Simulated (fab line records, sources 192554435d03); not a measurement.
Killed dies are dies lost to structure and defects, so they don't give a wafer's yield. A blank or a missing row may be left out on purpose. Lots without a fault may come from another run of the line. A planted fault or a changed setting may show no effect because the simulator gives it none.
Which tool did it? | flow n5_finfet | 9 lots, 25 wafers sampled, at 5 steps of a route of 1938

WHAT THE GAUGES READ, wafer by wafer
N5_BEOL_M4_CD_MEAS_28: target cd 26.2 nm, target cd y 24.1 nm.
lot  | measured     | on        | cd_nm (nm)
L213 | day 9 11:18  | cd_sem-03 | 26.15 26.56 26.23
L214 | day 10 05:17 | cd_sem-03 | 26.44 26.41 26.25
L218 | day 10 14:39 | cd_sem-03 | 26.57 26.48 26.74
L222 | day 12 12:15 | cd_sem-02 | 25.89 26.03 26.09
L219 | day 12 19:44 | cd_sem-02 | 26.40 25.95 26.21
L221 | day 12 22:11 | cd_sem-03 | 26.08 25.69
L223 | day 13 00:23 | cd_sem-01 | 26.28 26.27
L226 | day 13 12:40 | cd_sem-02 | 26.04 25.92 26.36
L228 | day 14 13:18 | cd_sem-03 | 26.06 26.13 26.35

N5_BEOL_M4_RC_MEAS_101.
lot  | measured     | on        | DIBL_N (mV/V)  | DIBL_P (mV/V)  | IOFF_N (nA/um)    | IOFF_P (nA/um)    | ION_N (uA/um) | ION_P (uA/um) | SS_N (mV/dec)  | SS_P (mV/dec)  | VT_N (mV)         | VT_P (mV)
L213 | day 10 10:31 | prober-02 | 39.2 37.6 38.4 | 38.2 36.8 37.3 | 0.191 0.175 0.176 | 0.240 0.219 0.224 | 684 681 684   | 465 464 466   | 72.3 72.0 72.6 | 73.7 72.9 73.1 | 248.0 247.0 248.2 | -246 -248 -246
L214 | day 10 17:10 | prober-01 | 36.8 36.2 35.3 | 37.2 36.7 35.4 | 0.144 0.149 0.128 | 0.192 0.185 0.163 | 676 678 675   | 460 460 452   | 71.5 71.3 71.1 | 73.0 73.2 72.7 | 251.5 251.0 253.6 | -252 -256 -255
L218 | day 11 14:51 | prober-01 | 34.9 34.1 34.5 | 36.0 34.6 35.8 | 0.157 0.154 0.158 | 0.243 0.216 0.238 | 675 678 681   | 467 468 472   | 71.3 71.1 71.1 | 73.4 72.9 73.4 | 252.5 248.4 249.7 | -242 -246 -247
L222 | day 13 08:50 | prober-02 | 37.3 38.8 37.2 | 36.1 38.8 35.9 | 0.187 0.219 0.182 | 0.241 0.290 0.238 | 675 681 669   | 464 468 459   | 72.4 72.3 72.7 | 73.5 75.0 73.2 | 248.6 245.4 246.7 | -245 -244 -246
L219 | day 13 02:11 | prober-02 | 35.6 36.8 35.9 | 34.4 36.1 35.5 | 0.148 0.175 0.152 | 0.192 0.229 0.214 | 673 687 671   | 458 468 464   | 70.7 71.4 71.7 | 73.2 73.6 73.0 | 250.9 248.2 248.8 | -250 -248 -248
L221 | day 13 20:40 | prober-01 | 35.6 36.5      | 36.9 36.5      | 0.159 0.169       | 0.228 0.222       | 675 670       | 461 459       | 70.3 71.2      | 73.5 73.4      | 249.4 247.3       | -247 -246
L223 | day 14 05:01 | prober-01 | 37.2 36.7      | 37.2 35.2      | 0.163 0.151       | 0.187 0.167       | 680 675       | 456 448       | 72.4 72.3      | 73.7 73.0      | 249.8 250.5       | -254 -255
L226 | day 14 18:17 | prober-01 | 36.4 37.5 37.3 | 36.8 38.0 37.8 | 0.165 0.173 0.172 | 0.212 0.237 0.228 | 667 670 668   | 458 463 461   | 71.5 71.5 71.3 | 73.0 73.5 73.2 | 246.2 247.3 247.1 | -250 -248 -251
L228 | day 15 15:37 | prober-01 | 37.1 37.7 36.9 | 39.1 38.4 38.3 | 0.171 0.176 0.168 | 0.247 0.233 0.222 | 674 675 678   | 463 465 466   | 72.1 72.4 71.7 | 73.3 73.7 73.8 | 249.8 250.0 252.3 | -248 -248 -251

WHICH TOOL RAN EACH LOT (tool, then ch and the chambers of the sampled wafers, then the start)
lot  | N5_BEOL_M4_STRIP_66                | N5_BEOL_M4_DESCUM_33               | N5_BEOL_M4_ETCH_69
L213 | rie_diel-04 ch 0,3, day 9 10:46    | rie_diel-04 ch 2,3, day 9 11:25    | rie_diel-04 ch 2,3, day 9 11:28
L214 | rie_diel-05 ch 0,1, day 10 04:37   | rie_diel-01 ch 0,1,3, day 10 05:25 | rie_diel-01 ch 0,1,3, day 10 05:28
L218 | rie_diel-04 ch 0,2,3, day 10 13:59 | rie_diel-04 ch 0,1,3, day 10 14:55 | rie_diel-04 ch 0,1,3, day 10 14:58
L222 | rie_diel-01 ch 2,3, day 12 11:41   | rie_diel-01 ch 0,2,3, day 12 12:26 | rie_diel-01 ch 0,2,3, day 12 12:29
L219 | rie_diel-05 ch 0,1,3, day 12 19:04 | rie_diel-05 ch 0,2,3, day 12 20:06 | rie_diel-05 ch 0,2,3, day 12 20:09
L221 | rie_diel-01 ch 1,3, day 12 21:30   | rie_diel-04 ch 1,3, day 12 22:19   | rie_diel-04 ch 1,3, day 12 22:22
L223 | rie_diel-01 ch 0,2, day 12 23:43   | rie_diel-04 ch 0,1, day 13 00:31   | rie_diel-04 ch 0,1, day 13 00:34
L226 | rie_diel-05 ch 0,1,2, day 13 11:58 | rie_diel-04 ch 1,2,3, day 13 12:47 | rie_diel-04 ch 1,2,3, day 13 12:50
L228 | rie_diel-04 ch 0,1, day 14 12:43   | rie_diel-05 ch 1,2, day 14 13:25   | rie_diel-05 ch 1,2, day 14 13:28
- N5_BEOL_M4_STRIP_66: strips in CF4.
- N5_BEOL_M4_DESCUM_33: chemistry O2, time 7 s.
- N5_BEOL_M4_ETCH_69: etches SiARC in CF4, target depth 15.6 nm, time 26 s.

WHAT THE TOOLS THEMSELVES READ (means of the sampled wafers that have a number; where no wafer has one, the mark that the record gives instead)
N5_BEOL_M4_STRIP_66.
lot  | tool        | drypump_motor_current_A (A) | oes_product_au (a.u.) | rf_vpp_V (V) | showerhead_plenum_p_Torr (Torr) | throttle_valve_pct (%)
L213 | rie_diel-04 | 5.7                         | 0.90                  | 272.1        | 1.84                            | 13.35
L214 | rie_diel-05 | 6.0                         | 0.79                  | 273.1        | 1.85                            | 13.59
L218 | rie_diel-04 | 5.7                         | 0.82                  | 272.4        | 1.81                            | 13.54
L222 | rie_diel-01 | 5.1                         | 0.79                  | 271.2        | 1.80                            | 13.64
L219 | rie_diel-05 | 6.1                         | 0.76                  | 270.8        | 1.80                            | 13.69
L221 | rie_diel-01 | 5.4                         | 0.72                  | 271.8        | 1.78                            | 13.88
L223 | rie_diel-01 | 5.7                         | 0.84                  | 270.1        | 1.79                            | 13.34
L226 | rie_diel-05 | 6.1                         | 0.74                  | 272.1        | 1.83                            | 13.75
L228 | rie_diel-04 | 6.2                         | 0.84                  | 271.1        | 1.80                            | 13.37

N5_BEOL_M4_DESCUM_33.
lot  | tool        | drypump_motor_current_A (A) | oes_product_au (a.u.) | rf_vpp_V (V) | showerhead_plenum_p_Torr (Torr) | throttle_valve_pct (%)
L213 | rie_diel-04 | 5.5                         | 0.84                  | 243.2        | 2.11                            | 20.40
L214 | rie_diel-01 | 5.8                         | 0.78                  | 243.4        | 2.07                            | 20.60
L218 | rie_diel-04 | 6.0                         | 0.92                  | 244.0        | 2.10                            | 20.22
L222 | rie_diel-01 | 5.6                         | 0.83                  | 243.6        | 2.08                            | 20.40
L219 | rie_diel-05 | 5.9                         | 0.76                  | 243.9        | 2.12                            | 20.69
L221 | rie_diel-04 | 5.9                         | 0.89                  | 242.6        | 2.08                            | 20.24
L223 | rie_diel-04 | 6.2                         | 0.88                  | 243.1        | 2.08                            | 20.23
L226 | rie_diel-04 | 5.8                         | 0.80                  | 242.7        | 2.07                            | 20.41
L228 | rie_diel-05 | 6.3                         | 0.71                  | 243.3        | 2.13                            | 20.68

N5_BEOL_M4_ETCH_69.
lot  | tool        | bias_w (W) | drypump_motor_current_A (A) | etch_rf_on_time_s (s) | oes_product_au (a.u.) | rf_vpp_V (V) | showerhead_plenum_p_Torr (Torr) | throttle_valve_pct (%)
L213 | rie_diel-04 | 35.96      | 5.5                         | 25.7                  | 0.72                  | 184.3        | 2.17                            | 15.63
L214 | rie_diel-01 | 36.07      | 5.8                         | 26.0                  | 0.67                  | 184.4        | 2.12                            | 15.74
L218 | rie_diel-04 | 35.98      | 6.0                         | 25.9                  | 0.78                  | 184.0        | 2.16                            | 15.40
L222 | rie_diel-01 | 36.10      | 5.6                         | 26.0                  | 0.71                  | 184.8        | 2.13                            | 15.57
L219 | rie_diel-05 | 35.99      | 5.9                         | 26.4                  | 0.64                  | 184.8        | 2.16                            | 15.86
L221 | rie_diel-04 | 36.09      | 5.8                         | 33.4                  | 0.68                  | 183.9        | 2.13                            | 15.46
L223 | rie_diel-04 | 35.91      | 6.2                         | 32.9                  | 0.68                  | 183.9        | 2.14                            | 15.39
L226 | rie_diel-04 | 36.01      | 5.8                         | 31.1                  | 0.64                  | 183.3        | 2.13                            | 15.64
L228 | rie_diel-05 | 35.95      | 6.2                         | 26.4                  | 0.60                  | 184.2        | 2.17                            | 15.86

THE ANSWER, worked out from the rows above alone
Rule: what is usual is taken from the lots themselves. Put in order of their means at a reading, lots are off if they are a third of the lots or fewer, leave a main group of 4 or more, and stand apart from it by a gap of 3 or more times the standard deviation of the main group's means; of several such gaps the widest counts. A main group whose means are all the same, to the digits that the tables above print for the reading, isn't used. A lot without any number at a reading at which 4 lots or more have one is off too. The other lots that the step has rows for count as sound. The gauges are gone through in route order, then the tools' own readings, and for those a lot's mean is taken as printed above. The first step at which some lot is off is used, and at that step the reading that is off furthest; a lot without a number counts as furthest.
Off: L221, L223, L226, at N5_BEOL_M4_ETCH_69 (etch_rf_on_time_s). The main group: mean 26.1 s, standard deviation 0.26.
A tool fits if, at that step or a process step before it, it ran every lot that is off, and no sound lot after the first of them. One fits: rie_diel-04 at N5_BEOL_M4_DESCUM_33 and N5_BEOL_M4_ETCH_69. At N5_BEOL_M4_DESCUM_33 its last sound lot is L218 (day 10 14:55), its first lot that is off L221 (day 12 22:19): a fault that began between those two fits.

WHAT THE SIMULATOR HAD PUT IN
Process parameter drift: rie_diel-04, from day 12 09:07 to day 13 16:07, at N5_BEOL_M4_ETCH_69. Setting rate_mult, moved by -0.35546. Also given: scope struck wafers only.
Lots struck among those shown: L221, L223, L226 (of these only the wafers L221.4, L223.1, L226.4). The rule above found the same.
